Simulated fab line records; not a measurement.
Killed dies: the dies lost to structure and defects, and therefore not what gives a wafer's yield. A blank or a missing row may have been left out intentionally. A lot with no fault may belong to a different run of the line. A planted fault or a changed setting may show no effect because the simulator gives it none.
What tool caused it? :: flow n5Finfet :: 11 lots with 29 wafers sampled at 3 steps, on a route of 1938 steps

WHAT THE GAUGES READ, wafer by wafer
N5_MIM_TOP_LITHO_OVL_MEAS_11.
lot: L845
measured: day 12 18:46
on: overlay-02
MIM_TOP_OVL (nm): 3 -7 -3

lot: L849
measured: day 13 10:32
on: overlay-02
MIM_TOP_OVL (nm): 6 2 1

lot: L846
measured: day 13 18:26
on: overlay-02
MIM_TOP_OVL (nm): 2 1 -2

lot: L848
measured: day 13 18:35
on: overlay-02
MIM_TOP_OVL (nm): 0 3 4

lot: L852
measured: day 14 01:59
on: overlay-02
MIM_TOP_OVL (nm): -8 -7 7

lot: L853
measured: day 14 15:24
on: overlay-02
MIM_TOP_OVL (nm): 0 3 3

lot: L856
measured: day 15 03:18
on: overlay-01
MIM_TOP_OVL (nm): 0 -5 1

lot: L855
measured: day 15 21:01
on: overlay-02
MIM_TOP_OVL (nm): -1

lot: L857
measured: day 16 04:40
on: overlay-02
MIM_TOP_OVL (nm): -6

lot: L865
measured: day 17 15:37
on: overlay-02
MIM_TOP_OVL (nm): -6 -5 -1

lot: L864
measured: day 18 00:35
on: overlay-02
MIM_TOP_OVL (nm): -1 -4 -3

N5_PASSIVATION_INSPECT_61: inspects for defects (macro).
lot: L845
measured: day 12 21:13
on: defectInspect-02
rawDefectCount: 0 3 1

lot: L849
measured: day 13 13:03
on: defectInspect-02
rawDefectCount: 0 0 0

lot: L846
measured: day 13 21:28
on: defectInspect-02
rawDefectCount: 1 5 2

lot: L848
measured: day 13 21:19
on: defectInspect-01
rawDefectCount: 1 0 2

lot: L852
measured: day 14 06:52
on: defectInspect-02
rawDefectCount: 2 3 1

lot: L853
measured: day 14 18:08
on: defectInspect-02
rawDefectCount: 2 2 4

lot: L856
measured: day 15 07:08
on: defectInspect-02
rawDefectCount: 4 1 2

lot: L855
measured: day 16 00:52
on: defectInspect-01
rawDefectCount: 2

lot: L857
measured: day 16 07:23
on: defectInspect-01
rawDefectCount: 2

lot: L865
measured: day 17 18:07
on: defectInspect-01
rawDefectCount: 1 2 5

lot: L864
measured: day 18 02:58
on: defectInspect-02
rawDefectCount: 3 2 3

EACH LOT AND THE TOOL THAT RAN IT (in order: tool; ch and the chambers of the sampled wafers; start)
lot: L845
N5_PASSIVATION_PECVD_55: pecvd-03 ch 0,2, day 12 20:31

lot: L849
N5_PASSIVATION_PECVD_55: pecvd-01 ch 1,2, day 13 12:19

lot: L846
N5_PASSIVATION_PECVD_55: pecvd-01 ch 1,2, day 13 20:47

lot: L848
N5_PASSIVATION_PECVD_55: pecvd-03 ch 1,2, day 13 20:44

lot: L852
N5_PASSIVATION_PECVD_55: pecvd-03 ch 1,2, day 14 03:45

lot: L853
N5_PASSIVATION_PECVD_55: pecvd-03 ch 0,2, day 14 17:17

lot: L856
N5_PASSIVATION_PECVD_55: pecvd-01 ch 0,1,2, day 15 06:09

lot: L855
N5_PASSIVATION_PECVD_55: pecvd-03 ch 2, day 15 22:43

lot: L857
N5_PASSIVATION_PECVD_55: pecvd-03 ch 0, day 16 06:26

lot: L865
N5_PASSIVATION_PECVD_55: pecvd-04 ch 0,2, day 17 17:28

lot: L864
N5_PASSIVATION_PECVD_55: pecvd-01 ch 0,2, day 18 02:27
- N5_PASSIVATION_PECVD_55: deposits SiO2 from SiH4/N2O, target thk 400 nm, time 22.5 s.

AS READ BY THE TOOLS THEMSELVES (means over the sampled wafers that have a number; for cases with no such wafer, the mark the record gives instead)
N5_PASSIVATION_PECVD_55.
lot: L845
tool: pecvd-03
heaterPowerW (W): 659
showerheadPlenumPTorr (Torr): 8.13
showerheadVppV (V): 1460
throttleValvePct (%): 52

lot: L849
tool: pecvd-01
heaterPowerW (W): 721
showerheadPlenumPTorr (Torr): 8.14
showerheadVppV (V): 1495
throttleValvePct (%): 56

lot: L846
tool: pecvd-01
heaterPowerW (W): 710
showerheadPlenumPTorr (Torr): 8.13
showerheadVppV (V): 1507
throttleValvePct (%): 56

lot: L848
tool: pecvd-03
heaterPowerW (W): 725
showerheadPlenumPTorr (Torr): 8.34
showerheadVppV (V): 1416
throttleValvePct (%): 50

lot: L852
tool: pecvd-03
heaterPowerW (W): 711
showerheadPlenumPTorr (Torr): 8.34
showerheadVppV (V): 1428
throttleValvePct (%): 50

lot: L853
tool: pecvd-03
heaterPowerW (W): 614
showerheadPlenumPTorr (Torr): 8.19
showerheadVppV (V): 1414
throttleValvePct (%): 52

lot: L856
tool: pecvd-01
heaterPowerW (W): 679
showerheadPlenumPTorr (Torr): 8.13
showerheadVppV (V): 1495
throttleValvePct (%): 53

lot: L855
tool: pecvd-03
heaterPowerW (W): 675
showerheadPlenumPTorr (Torr): 8.24
showerheadVppV (V): 1339
throttleValvePct (%): 52

lot: L857
tool: pecvd-03
heaterPowerW (W): 683
showerheadPlenumPTorr (Torr): 8.09
showerheadVppV (V): 1526
throttleValvePct (%): 52

lot: L865
tool: pecvd-04
heaterPowerW (W): 542
showerheadPlenumPTorr (Torr): 8.20
showerheadVppV (V): 1536
throttleValvePct (%): 51

lot: L864
tool: pecvd-01
heaterPowerW (W): 753
showerheadPlenumPTorr (Torr): 8.12
showerheadVppV (V): 1470
throttleValvePct (%): 50

THE ANSWER, worked out from the rows above alone
Rule: the lots themselves supply what counts as usual. Put in order of their means at a reading, lots are off if they are a third of the lots or fewer, leave a main group of 4 or more, and stand apart from it by a gap of 3 or more times the standard deviation of the main group's means; of several such gaps the widest counts. A main group is skipped when, at the precision printed for the reading in the tables above, its means are all equal. A lot without any number at a reading at which 4 lots or more have one is off too. All remaining lots with rows at the step are treated as sound. The gauges are gone through in route order, then the tools' own readings, and for those a lot's mean is taken as printed above. At the first step where some lot is off, the reading lying furthest off is the one used; lots without a number count as furthest.
No lot is off at any reading shown: from this, nothing can be told.

WHAT HAD BEEN PUT IN BY THE SIMULATOR
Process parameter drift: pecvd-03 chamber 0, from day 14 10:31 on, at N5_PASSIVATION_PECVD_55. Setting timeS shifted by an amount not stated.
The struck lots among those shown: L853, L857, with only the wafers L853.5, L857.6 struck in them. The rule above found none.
